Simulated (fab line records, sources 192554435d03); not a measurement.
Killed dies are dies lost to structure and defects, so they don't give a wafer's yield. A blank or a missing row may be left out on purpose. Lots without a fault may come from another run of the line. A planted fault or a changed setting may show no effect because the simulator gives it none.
Chamber matching | flow n5_finfet | N5_BEOL_M7_ALD_77 on ald_metal-02: 4 sister chambers
The step deposits TaN, target thk 2 nm, pulse time 2 s, purge time 3 s. 4 wafers are shown with their chamber, then 10 later ones without.

WAFERS WITH THEIR CHAMBER
wafer  | chamber | heater_power_w (W)
L086.2 | 1       | 438
L086.6 | 2       | 411
L088.3 | 0       | 440
L088.5 | 3       | 454

WAFERS WITHOUT THEIR CHAMBER
wafer  | heater_power_w (W)
L088.6 | 428
L089.2 | 439
L089.4 | 413
L089.5 | 431
L093.3 | 435
L093.5 | 467
L093.6 | 412
L079.1 | 427
L079.2 | 437
L079.6 | 464

WHICH CHAMBER EACH WENT THROUGH
wafer  | from the rows above          | in truth
L088.6 | can't be placed: 1 or 0 or 2 | 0
L089.2 | can't be placed: 0 or 1 or 3 | 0
L089.4 | 2                            | 2
L089.5 | can't be placed: 1 or 0 or 2 | 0
L093.3 | can't be placed: 1 or 0      | 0
L093.5 | can't be placed: 3 or 0      | 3
L093.6 | 2                            | 2
L079.1 | can't be placed: 1 or 0 or 2 | 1
L079.2 | can't be placed: 1 or 0      | 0
L079.6 | can't be placed: 3 or 0      | 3
Placed correctly: 2 of 10. Can't be placed from these rows: 8 (the true chamber is among the candidates in 8). Placed wrongly: 0.
How it was worked out, from the rows above alone: a wafer's distance from a chamber is the root of the sum, over the readings, of the square of ((its reading less the chamber's mean) divided by the reading's scatter). The wafer belongs to the nearest chamber; if the next one is less than 2 further off, it can't be placed. A chamber's mean is the mean of its shown wafers. The scatter: with one shown wafer a chamber, the root of the mean of the squares of how far each hidden wafer lies from its nearest shown one.
